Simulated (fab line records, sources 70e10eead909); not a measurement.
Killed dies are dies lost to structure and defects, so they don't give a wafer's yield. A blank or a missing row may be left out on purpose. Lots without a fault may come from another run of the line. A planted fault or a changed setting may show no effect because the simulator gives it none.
Chamber matching | flow nand_harc | NHARC_A_SGD_CUT_ETCHBACK_24 on rie_diel-10: 4 sister chambers
The step etches the open film in CH3F/O2, target depth 50 nm, time 92.857 s. 8 wafers are shown with their chamber, then 8 later ones without.

WAFERS WITH THEIR CHAMBER
wafer  | chamber | showerhead_plenum_p_Torr (Torr) | drypump_motor_current_A (A)
L076.1 | 3       | 2.37                            | 6.2
L077.6 | 2       | 2.60                            | 5.6
L079.1 | 1       | 2.39                            | 5.9
L079.6 | 0       | 2.58                            | 5.5
L083.2 | 1       | 2.39                            | 6.0
L083.4 | 2       | 2.60                            | 5.6
L083.5 | 0       | 2.58                            | 5.5
L088.1 | 3       | 2.36                            | 6.2

WAFERS WITHOUT THEIR CHAMBER
wafer  | showerhead_plenum_p_Torr (Torr) | drypump_motor_current_A (A)
L088.2 | 2.58                            | 5.5
L088.5 | 2.36                            | 6.2
L088.3 | 2.39                            | 5.9
L088.4 | 2.60                            | 5.6
L088.6 | 2.58                            | 5.5
L095.1 | 2.39                            | 5.9
L095.3 | 2.58                            | 5.5
L095.5 | 2.60                            | 5.6

WHICH CHAMBER EACH WENT THROUGH
wafer  | from the rows above | in truth
L088.2 | 0                   | 0
L088.5 | 3                   | 3
L088.3 | 1                   | 1
L088.4 | 2                   | 2
L088.6 | 0                   | 0
L095.1 | 1                   | 1
L095.3 | 0                   | 0
L095.5 | 2                   | 2
Placed correctly: 8 of 8. Can't be placed from these rows: 0. Placed wrongly: 0.
How it was worked out, from the rows above alone: a wafer's distance from a chamber is the root of the sum, over the readings, of the square of ((its reading less the chamber's mean) divided by the reading's scatter). The wafer belongs to the nearest chamber; if the next one is less than 2 further off, it can't be placed. A chamber's mean is the mean of its shown wafers. The scatter: the root of (the sum of the squares of (reading less its chamber's mean) over the shown wafers, divided by (wafers less chambers)).
